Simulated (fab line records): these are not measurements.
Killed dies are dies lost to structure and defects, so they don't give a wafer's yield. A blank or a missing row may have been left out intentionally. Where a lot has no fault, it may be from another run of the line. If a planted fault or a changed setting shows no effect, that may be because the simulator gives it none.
Which tool did it? / flow n5 finfet / 27 wafers from 9 lots sampled at 4 of the route's 1938 steps

== WHAT EACH GAUGE READ, for each wafer ==
N5_BEOL_M4_RC_MEAS_101.
lot=L640; measured=day 8 13:37; on=prober-01; SS_N (mV/dec)=71.2 71.3 72.1
lot=L641; measured=day 8 23:29; on=prober-01; SS_N (mV/dec)=71.6 71.4 71.5
lot=L642; measured=day 9 21:58; on=prober-02; SS_N (mV/dec)=71.7 71.5 71.9
lot=L649; measured=day 10 17:04; on=prober-02; SS_N (mV/dec)=71.6 71.4 71.7
lot=L651; measured=day 11 12:10; on=prober-02; SS_N (mV/dec)=72.4 70.4 72.4
lot=L652; measured=day 11 16:40; on=prober-01; SS_N (mV/dec)=69.9 71.1 71.3
lot=L653; measured=day 11 20:44; on=prober-02; SS_N (mV/dec)=71.6 70.7 71.1
lot=L658; measured=day 13 14:23; on=prober-01; SS_N (mV/dec)=71.7 71.5 71.6
lot=L661; measured=day 13 21:46; on=prober-01; SS_N (mV/dec)=71.7 71.1 72.3

== EACH LOT AND THE TOOL THAT RAN IT (in order: tool; ch and the chambers of the sampled wafers; start) ==
lot=L640; N5_SDB_HM_OPEN_20=rie diel-04 ch 1,3, day 4 07:33; N5_SDB_CMP_30=cmp-01 ch 0,2, day 4 10:51; N5_DUMMY_REMOVAL_HM_STRIP_01=rie diel-03 ch 1,3, day 4 11:15
lot=L641; N5_SDB_HM_OPEN_20=rie diel-01 ch 0,1,3, day 4 13:20; N5_SDB_CMP_30=cmp-02 ch 0,3, day 4 16:50; N5_DUMMY_REMOVAL_HM_STRIP_01=rie diel-05 ch 0,2,3, day 4 17:14
lot=L642; N5_SDB_HM_OPEN_20=rie diel-01 ch 1,2, day 4 23:49; N5_SDB_CMP_30=cmp-01 ch 1,2,3, day 5 03:26; N5_DUMMY_REMOVAL_HM_STRIP_01=rie diel-05 ch 1,3, day 5 03:47
lot=L649; N5_SDB_HM_OPEN_20=rie diel-04 ch 0,2, day 6 11:44; N5_SDB_CMP_30=cmp-02 ch 0,2, day 6 15:25; N5_DUMMY_REMOVAL_HM_STRIP_01=rie diel-03 ch 0,1, day 6 15:49
lot=L651; N5_SDB_HM_OPEN_20=rie diel-01 ch 0,1,3, day 7 04:07; N5_SDB_CMP_30=cmp-03 ch 0,3, day 7 07:28; N5_DUMMY_REMOVAL_HM_STRIP_01=rie diel-03 ch 0,3, day 7 07:47
lot=L652; N5_SDB_HM_OPEN_20=rie diel-01 ch 0,3, day 7 07:29; N5_SDB_CMP_30=cmp-02 ch 1,2,3, day 7 11:00; N5_DUMMY_REMOVAL_HM_STRIP_01=rie diel-03 ch 0,2,3, day 7 11:16
lot=L653; N5_SDB_HM_OPEN_20=rie diel-02 ch 0,1,2, day 7 12:12; N5_SDB_CMP_30=cmp-02 ch 0,1,3, day 7 15:32; N5_DUMMY_REMOVAL_HM_STRIP_01=rie diel-05 ch 0,1,3, day 7 16:04
lot=L658; N5_SDB_HM_OPEN_20=rie diel-04 ch 0,2,3, day 8 17:22; N5_SDB_CMP_30=cmp-03 ch 0,1,3, day 8 20:55; N5_DUMMY_REMOVAL_HM_STRIP_01=rie diel-05 ch 1,2,3, day 8 21:12
lot=L661; N5_SDB_HM_OPEN_20=rie diel-01 ch 0,1,3, day 9 14:28; N5_SDB_CMP_30=cmp-01 ch 2,3, day 9 17:56; N5_DUMMY_REMOVAL_HM_STRIP_01=rie diel-03 ch 0,2, day 9 18:17
- N5_SDB_HM_OPEN_20: chemistry CH3F/O2, target SiNx, stops on poly-Si, target depth 24 nm.
- N5_SDB_CMP_30: polishes, stops on poly-Si, t overpolish 1.54 s, target thk 30 nm.
- N5_DUMMY_REMOVAL_HM_STRIP_01: strips SiNx in CH3F/O2, stops on poly-Si, target depth 4 nm, time 6.8 s.

== THE ANSWER, worked out from the rows above alone ==
Rule: the usual values come from the lots themselves. Put in order of their means at a reading, lots are off if they are a third of the lots or fewer, leave a main group of 4 or more, and stand apart from it by a gap of 3 or more times the standard deviation of the main group's means; of several such gaps the widest counts. The tables above print the reading to a certain number of digits; a main group whose means all agree to those digits is not used. A lot without any number at a reading at which 4 lots or more have one is off too. All remaining lots with rows at the step are treated as sound.
Off: L652, L653, at N5_BEOL_M4_RC_MEAS_101 (SS_N). The main group: mean 71.6 mV/dec, standard deviation 0.085.
A tool fits if, at a process step before that reading, it ran every lot that is off, and no sound lot after the first of them. Those tools and the gauges at N5_BEOL_M4_RC_MEAS_101 are tried in the same way. One fits: cmp-02 at N5_SDB_CMP_30. Its last sound lot is L649 (day 6 15:25), its first lot that is off L652 (day 7 11:00): a fault that began between those two fits.

== WHAT THE SIMULATOR PUT IN ==
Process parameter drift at N5_SDB_CMP_30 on cmp-02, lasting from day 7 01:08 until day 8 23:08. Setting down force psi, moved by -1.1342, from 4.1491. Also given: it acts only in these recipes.
Shown lots that were struck: L652, L653. The same result came from the rule above.
